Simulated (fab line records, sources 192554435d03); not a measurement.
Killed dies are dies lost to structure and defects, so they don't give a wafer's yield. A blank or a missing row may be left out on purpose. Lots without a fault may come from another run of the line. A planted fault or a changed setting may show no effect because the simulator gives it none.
Which tool did it? | flow n5_finfet | 12 lots, 36 wafers sampled, at 1 step of a route of 1938

WHAT THE GAUGES READ, wafer by wafer
N5_FIN_SAQP_CD_MEAS_16: target cd 35.6 nm.
lot  | measured    | on        | cd_nm (nm)
L075 | day 2 04:43 | cd_sem-02 | 35.35 35.20 35.77
L077 | day 2 15:18 | cd_sem-01 | 35.49 35.63 35.71
L079 | day 3 03:25 | cd_sem-03 | 35.00 34.76 35.63
L081 | day 3 16:15 | cd_sem-01 | 36.15 36.16 35.57
L083 | day 4 04:40 | cd_sem-02 | 35.93 34.98 35.34
L085 | day 4 17:32 | cd_sem-02 | 35.21 35.06 35.30
L087 | day 5 04:41 | cd_sem-03 | 35.50 35.60 35.49
L089 | day 5 15:55 | cd_sem-01 | 35.22 35.61 35.75
L091 | day 6 04:15 | cd_sem-03 | 35.75 35.71 35.36
L093 | day 6 16:22 | cd_sem-01 | 35.35 35.13 35.48
L095 | day 7 03:58 | cd_sem-01 | 35.83 35.36 35.64
L097 | day 7 15:55 | cd_sem-03 | 35.77 35.75 35.48

WHICH TOOL RAN EACH LOT (tool, then ch and the chambers of the sampled wafers, then the start)
The record holds no process step before these readings.

THE ANSWER, worked out from the rows above alone
Rule: what is usual is taken from the lots themselves. Put in order of their means at a reading, lots are off if they are a third of the lots or fewer, leave a main group of 4 or more, and stand apart from it by a gap of 3 or more times the standard deviation of the main group's means; of several such gaps the widest counts. A main group whose means are all the same, to the digits that the tables above print for the reading, isn't used. A lot without any number at a reading at which 4 lots or more have one is off too. The other lots that the step has rows for count as sound.
No lot is off at any reading shown: from this, nothing can be told.

WHAT THE SIMULATOR HAD PUT IN
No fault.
